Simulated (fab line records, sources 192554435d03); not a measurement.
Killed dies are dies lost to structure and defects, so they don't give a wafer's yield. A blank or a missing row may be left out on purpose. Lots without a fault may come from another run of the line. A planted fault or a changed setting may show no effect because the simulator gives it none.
Split-lot experiment | flow n5_finfet | 7 lots, 21 wafers read, on a route of 1938 steps

THE SPLIT
At N5_PMOS_HMC_CHANNEL_EPI_PEB_07 (peb time 60 s), the setting peb_time_s was moved away from the recipe's 60 s on 4 of the 21 wafers read, by -21.4% to -8.3%. The other wafers ran this setting at the recipe's value.

FROM THE SPLIT TO THE READING: what the file shows between them, 1 step
- N5_PMOS_HMC_CHANNEL_EPI_DEVELOP_08: develop time 30 s

THE READING
cd_nm, in nm, at N5_PMOS_HMC_CHANNEL_EPI_CD_MEAS_09 (target cd 237.4 nm). Fault-free wafers of this fab line usually give 237.6 nm, standard deviation 1 nm.

wafer  | tool, chamber at the split | peb_time_s as run, s | against the recipe | cd_nm, nm | against lot-mates on the recipe
L075.2 | litho_track-05, 0          | 60                   | recipe             | 237.8     | -
L075.3 | litho_track-05, 0          | 60                   | recipe             | 237.6     | -
L075.4 | litho_track-05, 0          | 60                   | recipe             | 235.8     | -
L077.4 | litho_track-01, 0          | 60                   | recipe             | 238.3     | -
L077.5 | litho_track-01, 0          | 60                   | recipe             | 239.2     | -
L077.6 | litho_track-01, 0          | 50.28                | -16.2%             | 231.2     | -7.6
L079.4 | litho_track-02, 0          | 60                   | recipe             | 239.4     | -
L079.5 | litho_track-02, 0          | 60                   | recipe             | 238.8     | -
L079.6 | litho_track-02, 0          | 60                   | recipe             | 237.5     | -
L085.2 | litho_track-05, 0          | 60                   | recipe             | 236.3     | -
L085.4 | litho_track-05, 0          | 60                   | recipe             | 236.4     | -
L085.6 | litho_track-05, 0          | 60                   | recipe             | 236.7     | -
L086.2 | litho_track-05, 0          | 60                   | recipe             | 236.3     | -
L086.4 | litho_track-05, 0          | 60                   | recipe             | 237.8     | -
L086.5 | litho_track-05, 0          | 60                   | recipe             | 236.7     | -
L088.2 | litho_track-02, 0          | 60                   | recipe             | 238.4     | -
L088.5 | litho_track-02, 0          | 55.01                | -8.3%              | 234.5     | -3.9
L088.6 | litho_track-02, 0          | 55.01                | -8.3%              | 235.7     | -2.7
L097.1 | litho_track-05, 0          | 60                   | recipe             | 237.2     | -
L097.3 | litho_track-05, 0          | 47.14                | -21.4%             | 227.0     | -9.3
L097.6 | litho_track-05, 0          | 60                   | recipe             | 235.4     | -

THE FIT
A straight line over all 21 wafers: cd_nm changes by +0.425 nm for each +1% of peb_time_s; r = +0.91; the points scatter about the line by 1.2 nm.
The same after taking each lot's own level away (the mean of its wafers on the recipe; 21 wafers): +0.439 nm for each +1%; r = +0.97; scatter 0.68 nm.
On that fit, the largest move of peb_time_s shifts the reading by 9.4 nm.
The lots' own levels span 236.30 to 238.75 nm, that is 2.4 times the standard deviation above.
So the lot-to-lot level changes the slope little: the two slopes agree.
Check: with one of the wafers moved furthest among these (-21.4%) left out of the fit, the line predicts -9.49 nm for it against its lot-mates. It came out at -9.3 nm against them.

OTHER SPLITS ON THESE WAFERS
These wafers also went through other splits before the reading. Each is held against what the fit with the lots' levels taken away leaves over:
other split on the same wafers  | wafers away from the commonest value | r with cd_nm (lot level and that fit taken away)
N5_ZERO_LAYER_EXPOSE_08 dose_mj | 7                                    | +0.03
N5_WELL_APT_COAT_02 spin_rpm    | 7                                    | -0.12

THE WHOLE CHAIN: every reading that the file lists as answering this split, in the file's order
step                               | what it does                                                           | reading                                                                     | change (the file's fit)               | r (the file's)
N5_PMOS_HMC_CHANNEL_EPI_CD_MEAS_09 | target cd 237.4 nm                                                     | cd_nm                                                                       | +0.442 nm for each +1% of the setting | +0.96
N5_PMOS_HMC_CHANNEL_EPI_DESCUM_14  | chemistry O2, time 7.9 s                                               | PMOS_HMC_CHANNEL_EPI.cd_nm (the simulator's own value, which no gauge read) | +0.441 nm for each +1% of the setting | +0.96
N5_PMOS_HMC_CHANNEL_EPI_ETCH_32    | etches BARC in N2/H2, stops on SiO2, target depth 85.8 nm, time 50.3 s | PMOS_HMC_CHANNEL_EPI.cd_nm (the simulator's own value, which no gauge read) | +0.451 nm for each +1% of the setting | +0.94

THE FILE'S OWN FIT
cd_nm changes by +0.442 nm for each +1% of peb_time_s, r = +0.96.
